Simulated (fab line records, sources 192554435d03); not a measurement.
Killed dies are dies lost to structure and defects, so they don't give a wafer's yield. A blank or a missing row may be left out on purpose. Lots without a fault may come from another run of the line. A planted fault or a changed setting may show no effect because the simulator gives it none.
fab line records | flow n5_finfet
record lots=4 wafers=11 last_day=17
route steps=1938 shown BEOL_M4@1099 BEOL_M5@1112 PASSIVATION@1930
lots that met no fault: from a run of the same line without faults
start_h: hours from the record's first day to the start of the lot's first wafer shown | wait_h: hours since the lot's step before | " the same as in the row above | L1.1+2: a row that stands for several wafers | - no value, or no start given | * or withheld: withheld | < > ~ a bound
route shown NAME@n: a module of which the file shows steps, and the number in the route of the first | usual: mean/standard deviation of fault-free wafers | same: alike in all rows | chamber/n: place in a boat | sites: the reading at each site | _std_site: their standard deviation | _edge_site: outer sites' mean less inner sites' | radius_mm: how far each site lies from the wafer's centre | mask NAME#n: copy n | behind: the tool/chamber that last shaped the wafer | hold: why the lot was held/for how many hours/how that ended | device: the transistor (n, p or np) that didn't switch | end of line: the same wafers' tests at the end of the route | a step without rows: its recipe alone | killed: dies lost to structure and defects at the first sort, not the wafer's yield | map: a wafer's dies, x killed, . not, _ none there
set.NAME: the setting as run; set.NAME@STEP: as run at that earlier step | model.NAME: the simulator's own value behind a step, which no gauge read
lots at some steps of the route; a table a step, a row a wafer
services: from which hour (start_h, from the record's first day; less than 0 if before it) a tool's chamber was out of use, for how many hours, and why
## steps
# step N5_BEOL_M4_ANNEAL_95
# recipe temp_c=400 time_s=240 ambient=vacuum
# step N5_BEOL_M4_SPUTTER_96
# recipe material=Cu target_thk_a=45 temp_c=-20 chamber_pressure_pa=0.07 power_w=withheld time_s=8.29
# step N5_BEOL_M4_ECD_50
# recipe material=Cu target_thk_a=3000
# step N5_BEOL_M4_ANNEAL_51
# recipe temp_c=225 time_s=90 ambient=N2
# step N5_BEOL_M4_CMP_52
# recipe stop_on=SiOC t_overpolish_s=6.8 down_force_psi=1 platen_rpm=50 clearing_platen_down_force_psi=1.5 clearing_platen_rpm=50 post_cmp_clean=cu_alkaline target_thk_nm=40 clearing_platen_pad_velocity_m_s=0.99484 pad_velocity_m_s=0.99484
# step N5_BEOL_M4_PRE_CLEAN_60
# recipe gas=NH3/H2 time_s=15 temp_c=* rf_power_w=300
# step N5_BEOL_M4_CO_CAP_55
# recipe material=Co target_thk_a=20 temp_c=200 precursor=CCTBA/H2 pressure_torr=30 time_s=102.1
# step N5_BEOL_M4_PRE_CLEAN_56
# recipe gas=NH3 time_s=15 temp_c=withheld rf_power_w=300
# step N5_BEOL_M4_DEP_57
# recipe material=SiCN target_thk_a=80 temp_c=withheld precursor=3MS/NH3 pressure_torr=3 rf_w=202 time_s=14
# step N5_BEOL_M4_RC_MEAS_101
# usual DIBL_N=36.3/1.7 DIBL_P=36.5/1.8 IOFF_N=0.16/0.033 IOFF_P=0.21/0.037 ION_N=675/11 ION_P=462/7.9 SS_N=71.6/0.64 SS_P=73.3/0.68 VT_N=249/3.3 VT_P=-250/3.3
# columns lot.wafer tool chamber start_h wait_h DIBL_N[mV/V] DIBL_P[mV/V] IOFF_N[nA/um] IOFF_P[nA/um] ION_N[uA/um] ION_P[uA/um] SS_N[mV/dec] SS_P[mV/dec] VT_N[mV] VT_P[mV]
L530.2 prober-01 0 175.55 0.2 35.6 35.6 0.13 0.20 666 458 71.0 73.5 254 -250
L530.3 " 0 " " 35.3 35.5 0.13 0.20 659 456 70.8 73.4 255 -252
L530.5 " 0 " " 35.4 35.7 0.13 0.20 668 459 70.8 73.3 253 -251
L535.1 prober-02 0 198.02 0.0 37.5 37.3 0.17 0.25 683 467 72.0 73.1 247 -247
L535.3 " 0 " " 37.4 38.3 0.16 0.25 670 460 71.1 73.2 253 -246
L535.6 " 0 " " 37.6 38.0 0.17 0.25 681 471 71.4 73.1 248 -248
L538.3 prober-01 0 223.50 0.3 35.2 35.9 0.15 0.22 679 466 71.8 73.9 252 -250
L538.6 " 0 " " 33.3 33.1 0.12 0.19 690 479 70.1 72.8 254 -249
L549.2 prober-02 0 291.79 0.2 37.9 38.5 0.21 0.22 690 462 72.2 73.7 245 -251
L549.3 " 0 " " 35.1 35.3 0.16 0.20 684 465 71.2 73.2 247 -254
L549.6 " 0 " " 39.6 40.9 0.26 0.30 693 471 72.1 75.5 242 -247
# step N5_BEOL_M5_ILD_DEP_00
# recipe material=SiCOH_lowk target_thk_a=1406.4 temp_c=300 precursor=DEMS/porogen pressure_torr=5 rf_w=500 time_s=25.9
# step N5_BEOL_M5_CURE_79
# recipe temp_c=385 time_s=240 ambient=He/Ar material=SiCOH_lowk
# step N5_BEOL_M5_PECVD_70
# recipe material=SiO2 target_thk_a=160 temp_c=400 precursor=TEOS/O2 pressure_torr=5.5 rf_w=450 teos_flow_sccm=53.8 gas=O2 flow_sccm=3000 time_s=18
# step N5_BEOL_M5_HM_DEP_02
# recipe material=TiN target_thk_a=200 temp_c=25 chamber_pressure_pa=0.49996
# step N5_BEOL_M5_COAT_59
# recipe resist=SOC temp_c=250 time_s=60 spin_rpm=1500 resist_thk_nm=60
# step N5_BEOL_M5_COAT_60
# recipe resist=SiARC temp_c=220 time_s=60 spin_rpm=1500 resist_thk_nm=12
# step N5_BEOL_M5_COAT_71
# recipe resist=underlayer temp_c=205 time_s=60 spin_rpm=1500 resist_thk_nm=5
# step N5_BEOL_M5_COAT_05
# recipe resist=CAR-EUV spin_rpm=1500 resist_thk_nm=30
# step N5_BEOL_M5_EBR_07
# recipe solvent=PGMEA ebr_width_mm=1.5
# step N5_BEOL_M5_SOFTBAKE_06
# recipe temp_c=110 time_s=60 resist=CAR-EUV
# step N5_BEOL_M5_EXPOSE_08
# recipe mask_id=M5 na=0.33 source_shape=annular sigma_inner=0.4 sigma_outer=0.8 polarization=unpolarized target_cd_nm=28 dose_mj=35.75
# step N5_BEOL_M5_PEB_09
# recipe peb_temp_c=100 peb_time_s=60 resist=CAR-EUV
# step N5_BEOL_M5_DEVELOP_10
# recipe develop_time_s=30 developer=TMAH resist=CAR-EUV rinse_liquid=surfactant_rinse dry=air_spin dev_temp_c=23
# step N5_BEOL_M5_DESCUM_16
# recipe chemistry=O2 time_s=7 source_power_w=50 bias_power_w=20 pressure_mtorr=20 rf_frequency_hz=2.712e+07 temp_c=40 resist=CAR-EUV o2_flow_sccm=225
# step N5_BEOL_M5_ETCH_72
# recipe chemistry=N2/H2 target=underlayer target_depth_a=65 mask_material=CAR-EUV time_s=5.2 ion_energy_ev=200 pressure_mtorr=30 source_w=840 bias_w=150 n2_flow_sccm=200 h2_flow_sccm=200 ends=cleared
# step N5_BEOL_M5_ETCH_61
# recipe chemistry=CF4 target=SiARC target_depth_a=156 mask_material=CAR-EUV time_s=26 ion_energy_ev=80 pressure_mtorr=40 source_w=545 bias_w=36 Ar_flow_sccm=100 cf4_flow_sccm=100 ends=cleared
# step N5_BEOL_M5_ETCH_62
# recipe chemistry=N2/H2 target=SOC target_depth_a=750 overetch_a=150 mask_material=SiARC temp_c=40 time_s=112.5 ion_energy_ev=200 pressure_mtorr=30 source_w=840 bias_w=150 n2_flow_sccm=200 h2_flow_sccm=200
# step N5_BEOL_M5_STRIP_63
# recipe chemistry=N2/H2 temp_c=40 n2_flow_sccm=200 h2_flow_sccm=200 rf_frequency_hz=6e+07
# step N5_BEOL_M5_STRIP_73
# recipe chemistry=N2/H2 temp_c=40 n2_flow_sccm=200 h2_flow_sccm=200 rf_frequency_hz=6e+07
# step N5_BEOL_M5_STRIP_64
# recipe chemistry=CF4 resist=SiARC power_w=300 bias_power_w=75 pressure_mtorr=50 cf4_flow_sccm=150 rf_frequency_hz=6e+07
# step N5_BEOL_M5_HM_OPEN_17
# recipe chemistry=Cl2/BCl3 target_depth_a=200 overetch_a=60 target=TiN mask_material=SOC ion_energy_ev=150 pressure_mtorr=10 icp_w=1000 bias_w=126 Cl2_flow_sccm=53.25 bcl3_flow_sccm=21.75 Ar_flow_sccm=25
# step N5_BEOL_M5_STRIP_19
# recipe chemistry=O2 power_w=400 temp_c=40 pressure_mtorr=30 rf_frequency_hz=6e+07 bias_power_w=0 overash_fraction=0.2 o2_flow_sccm=225
# step N5_BEOL_M5_COAT_65
# recipe resist=SOC temp_c=250 time_s=60 spin_rpm=1500 resist_thk_nm=60
# step N5_BEOL_M5_COAT_66
# recipe resist=SiARC temp_c=220 time_s=60 spin_rpm=1500 resist_thk_nm=12
# step N5_PASSIVATION_ETCH_54
# recipe chemistry=CHF3/O2 target=SiO2 target_depth_a=8800 CHF3_flow_sccm=50 O2_flow_sccm=5 Ar_flow_sccm=200 time_s=440 mask_material=PR pressure_mtorr=30 source_w=650 bias_w=170 ion_energy_ev=200
# usual drypump_motor_current_A=5.4/0.49 oes_ar_750_au=0.78/0.07 oes_product_au=0.78/0.071 rf_fwd_power_W=649.1/2.2 rf_vpp_V=524/7.7 showerhead_plenum_p_Torr=2.40/0.086 throttle_valve_pct=18.82/0.23
# columns lot.wafer tool chamber start_h wait_h drypump_motor_current_A oes_ar_750_au oes_product_au rf_fwd_power_W rf_hours_counter_h rf_vpp_V showerhead_plenum_p_Torr throttle_valve_pct model.etch.depth_nm model.PASSIVATION.feature_depth_nm
L530.2 rie_diel-06 0 269.89 0.1 5.0 0.71 0.70 649.2 219 513 2.47 19.07 869.7 869.8
L530.3 " 1 " " 5.4 0.75 0.76 644.4 133 532 2.43 18.86 878 878
L530.5 " 0 " " 5.0 0.71 0.71 648.5 - 512 2.47 19.07 869.1 869
L535.1 rie_diel-06 2 300.75 0.1 5.2 0.77 0.75 646.6 156 530 2.31 18.94 896.6 896.6
L535.3 " 3 " " 4.9 0.76 0.78 - 121 528 2.31 18.48 779.3 779.4
L535.6 " 0 " " 5.0 0.70 0.70 648.3 - 513 2.47 19.08 867 867
L538.3 rie_diel-06 0 323.77 0.1 5.1 0.69 0.69 - 238 511 2.46 19.08 776.9 776.8
L538.6 " 1 " " 5.4 0.74 0.75 644.9 - 532 2.42 18.90 872.3 872.2
L549.2 rie_diel-01 3 394.72 0.1 6.5 0.78 0.77 646.9 124 531 2.51 18.58 884.2 884.2
L549.3 " 1 " " 5.8 0.83 0.82 646.2 81 511 2.34 18.68 874.8 874.8
L549.6 " 1 " " 5.7 0.83 0.82 644.3 - 510 2.34 18.70 871.3 871.2
# step N5_PASSIVATION_PROBE_49
# usual defect_limited_yield=91.3/1.5 killed_at_M0_to_M3=34/9.4 killed_at_M4_up=13/5.3 killed_at_contacts=13/5.7 killed_at_front_end=40/10 killed_at_other=3.7/2.8 killed_dies=103/17 killed_on_rim=13/4.2 killed_open=67/13 killed_short=35/8.5 sort_bin_4_leakage=0.00/0.016 sort_bin_5_function=5.0/0.98 sort_bin_6_memory=3.3/0.7 sort_n_pass=1077/17 sort_yield_pct=91.3/1.5
# same gross_dies=1180 killed_at_back_side=0 sort_bin_8_speed[%]=0
# columns lot.wafer tool chamber start_h wait_h defect_limited_yield[%] killed_at_M0_to_M3 killed_at_M4_up killed_at_contacts killed_at_front_end killed_at_other killed_dies killed_on_rim killed_open killed_short sort_bin_4_leakage[%] sort_bin_5_function[%] sort_bin_6_memory[%] sort_n_pass sort_yield_pct[%]
L535.1 prober-02 - 303.54 0.0 90.8 35 25 5 41 3 109 22 75 34 0 5.8 3.1 1071 90.8
L535.3 prober-02 - 303.64 0.1 83.4 53 12 5 62 64 196 36 89 46 0 11.3 4.9 984 83.4
L535.6 prober-02 - 303.79 0.3 89.1 57 12 4 52 4 129 19 83 44 0 6.1 4.2 1051 89.1
L538.3 prober-02 - 326.77 0.2 87.5 36 16 14 34 47 147 26 64 38 0 8.5 3.4 1033 87.5
# killed by level:class
L535.1 STI_FIN_REVEAL:geometric_particle:open=14 BEOL_M4:geometric_particle:open=13 BEOL_M0_SAQP:geometric_particle:open=10 BEOL_M0_SAQP:geometric_particle:short=8 BEOL_M3:geometric_particle:open=7 GATE_CUT:geometric_particle:open=6 BEOL_M2:geometric_particle:open=5 FIN_SAQP:geometric_particle:short=4
L535.3 PASSIVATION:area_etch=61 BEOL_M0_SAQP:geometric_particle:short=14 BEOL_M1:geometric_particle:open=14 BEOL_M0_SAQP:geometric_particle:open=13 FIN_SAQP:geometric_particle:open=11 DUMMY_GATE:geometric_particle:open=8 BEOL_M2:geometric_particle:open=8 GATE_CUT:geometric_particle:short=7
L535.6 BEOL_M0_SAQP:geometric_particle:open=18 BEOL_M0_SAQP:geometric_particle:short=13 STI_FIN_REVEAL:geometric_particle:open=13 BEOL_M3:geometric_particle:open=11 DUMMY_GATE:geometric_particle:open=6 GATE_CUT:geometric_particle:short=6 BEOL_M1:geometric_particle:open=6 BEOL_M4:geometric_particle:open=6
L538.3 PASSIVATION:area_etch=45 MOL_CONTACT_COAG:geometric_particle:open=12 FIN_SAQP:geometric_particle:short=9 BEOL_M1:geometric_particle:open=9 BEOL_M2:geometric_particle:open=8 STI_FIN_REVEAL:geometric_particle:open=5 ILD0:geometric_particle:short=4 BEOL_M0_SAQP:geometric_particle:short=4
# map L535.3 (x killed, . not)
_________________........x...________________
______________..x.....x........._____________
___________.....x.....x............__________
__________x..x......................_________
________...........x..x......x.......x_______
_______........x..................x.x..______
______x.x..x.x....................x....._____
_____xx.x............................xx..____
____xxxx....x................x............___
___.xx................x.x.........x.x......__
___.xxx..........x.x..x..x......x....xx....__
__..xx..x...x...............x........x......_
__x...........x...x...x..........x.......xx._
_x.xxx.....x...............................x.
_.................................x..........
_...xx..x.............x.......x.x........x.x.
_...........................x.x..............
_x........x.x.......x.x......................
_..........x...x.......x..x..........x.x.....
_.xx.......x..x...x..........x......x.....xx.
_xxx...x.............x..x.......xx...x.......
__x.xxx.xx...x............x......x.........._
__xxxxxx..xx...x.................x.........._
___.xxxxxx........x..........x...xx........__
___.x.xxxxx...............xx..xx...x...x...__
____x.xx....x......x.......x.x........x.xx___
_____xxx...............xx...x............____
______.....x..x.x..x.x.........x.x......_____
_______xxx........................x....______
________.......x..x....x....xx....x..x_______
__________x.x...x.......x..........._________
___________xxx..x...x....x...x.....__________
______________x.x......x........_____________
_________________x..........x________________
# map L538.3 (x killed, . not)
_________________............________________
______________.................._____________
___________.x...............x......__________
__________.........................._________
________.................x...x........_______
_______............x...............x...______
______.x......x.x................x......_____
_____..x.....x.......x......x.........x..____
____x.......x.........................x...___
___....x...................................__
___.................x..........x...........__
__.x............................xx.........._
__....x....x.................x..xxxx.....x.._
_...x...................x.....x..x...x..x..x.
_..............................x.........x.x.
_...........x........................x......x
_.....x.......x......x.......................
_..............x....x..x...............x....x
_.x..x......................x.xx......x....x.
_.............xx................x.....x.x....
_...x.............x..xx........xx.......xxx..
__........x.........xx..x..x................_
__x....x.........x.......x.x.x.....x......x._
___...........x...........xx......xx.......__
___....x.......xx..........x...xx.........x__
____...........x.........x..xx.......x...x___
_____...............x..x..xxx............____
______....x...........x....xx...x.....xx_____
_______..x.........x..x............x...______
________........x..........x..xx......_______
__________x.x...........x......xx..x_________
___________..x...xx.x..x.......x.xx__________
______________x..........x......_____________
_________________..xx.x..x.xx________________
## services
# columns tool chamber start_h hours kind
rie_diel-06 1 254.91 6.7 repair
rie_diel-06 3 258.08 2.7 repair
rie_diel-01 0 299.89 - clean
rie_diel-01 0 299.89 - consumable_replace:focus_ring
rie_diel-01 0 299.89 15.7 scheduled_down
rie_diel-01 0 299.89 15.7 vent_cycle
rie_diel-06 2 336.84 9.5 repair
rie_diel-06 0 353.07 - clean
rie_diel-06 0 353.07 - consumable_replace:focus_ring
rie_diel-06 0 353.07 16.3 scheduled_down
rie_diel-06 0 353.07 16.3 vent_cycle
rie_diel-01 - 354.60 0.3 repair
## key
first_sign step=N5_PASSIVATION_PROBE_49 reading=killed_at_other direction=up sigmas=19 usual=3.7 struck=55.5
effect step=N5_PASSIVATION_PROBE_49 reading=sort_bin_5_function direction=up sigmas=4.9 usual=5.0 struck=9.9
model_effect step=N5_PASSIVATION_ETCH_54 value=etch.depth_nm without=865.9 struck=778.1
more_kills_born_at N5_PASSIVATION_ETCH_54@rie_diel-06=106
met_at N5_PASSIVATION_ETCH_54
struck_wafers L535.3,L538.3
onset_between 269.89 300.75
fault kind=process_parameter_drift tool=rie_diel-06 chamber=- onset_h=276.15 steps=N5_PASSIVATION_ETCH_54 channel=time_s offset=* shape=step end_h=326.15 scope=struck_wafers_only acts_in=* stated=*
